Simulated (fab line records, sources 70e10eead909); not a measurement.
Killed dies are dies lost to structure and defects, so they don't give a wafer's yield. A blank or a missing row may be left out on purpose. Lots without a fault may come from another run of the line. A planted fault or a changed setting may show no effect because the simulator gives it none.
Chamber matching | flow nand_harc | NHARC_P_M0_DEP_32 on pecvd-03: 3 sister chambers
The step deposits SiCN, target thk 30 nm. 30 wafers are shown with their chamber, then 12 later ones without.

WAFERS WITH THEIR CHAMBER
wafer  | chamber | heater_power_w (W)
L074.1 | 2       | 532
L074.2 | 0       | 683
L074.3 | 1       | 780
L075.2 | 2       | 574
L075.3 | 1       | 763
L075.6 | 1       | 796
L076.2 | 0       | 628
L076.3 | 2       | 553
L076.4 | 1       | 713
L076.1 | 1       | 716
L076.5 | 0       | 615
L076.6 | 2       | 565
L077.3 | 0       | 576
L077.4 | 2       | 484
L077.5 | 1       | 807
L079.1 | 0       | 681
L079.5 | 0       | 678
L079.6 | 1       | 658
L086.1 | 1       | 734
L086.4 | 2       | 570
L086.5 | 0       | 703
L087.1 | 1       | 769
L087.2 | 2       | 594
L087.3 | 0       | 755
L089.1 | 0       | 768
L089.3 | 2       | 490
L089.5 | 0       | 755
L090.3 | 2       | 526
L090.4 | 1       | 690
L090.5 | 2       | 536

SIGNATURES (means of the wafers above)
reading        | chamber 0 | chamber 1 | chamber 2 | scatter within a chamber
heater_power_w | 684.20    | 742.60    | 542.40    | 50.9
Rule: a wafer's distance from a chamber is the root of the sum, over the readings, of the square of ((its reading less the chamber's mean) divided by the reading's scatter). The wafer belongs to the nearest chamber; if the next one is less than 2 further off, it can't be placed. The scatter: the root of (the sum of the squares of (reading less its chamber's mean) over the shown wafers, divided by (wafers less chambers)).

WAFERS WITHOUT THEIR CHAMBER
wafer  | heater_power_w (W)
L091.1 | 561
L091.2 | 727
L091.6 | 556
L094.1 | 698
L094.3 | 576
L094.4 | 701
L095.2 | 623
L095.3 | 632
L095.6 | 580
L097.1 | 514
L097.2 | 761
L097.4 | 747

WHICH CHAMBER EACH WENT THROUGH
wafer  | from the rows above          | in truth
L091.1 | 2                            | 2
L091.2 | can't be placed: 1 or 0      | 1
L091.6 | 2                            | 2
L094.1 | can't be placed: 0 or 1      | 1
L094.3 | can't be placed: 2 or 0      | 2
L094.4 | can't be placed: 0 or 1      | 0
L095.2 | can't be placed: 0 or 2 or 1 | 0
L095.3 | can't be placed: 0 or 2 or 1 | 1
L095.6 | can't be placed: 2 or 0      | 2
L097.1 | 2                            | 2
L097.2 | can't be placed: 1 or 0      | 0
L097.4 | can't be placed: 1 or 0      | 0
Placed correctly: 3 of 12. Can't be placed from these rows: 9 (the true chamber is among the candidates in 9). Placed wrongly: 0.
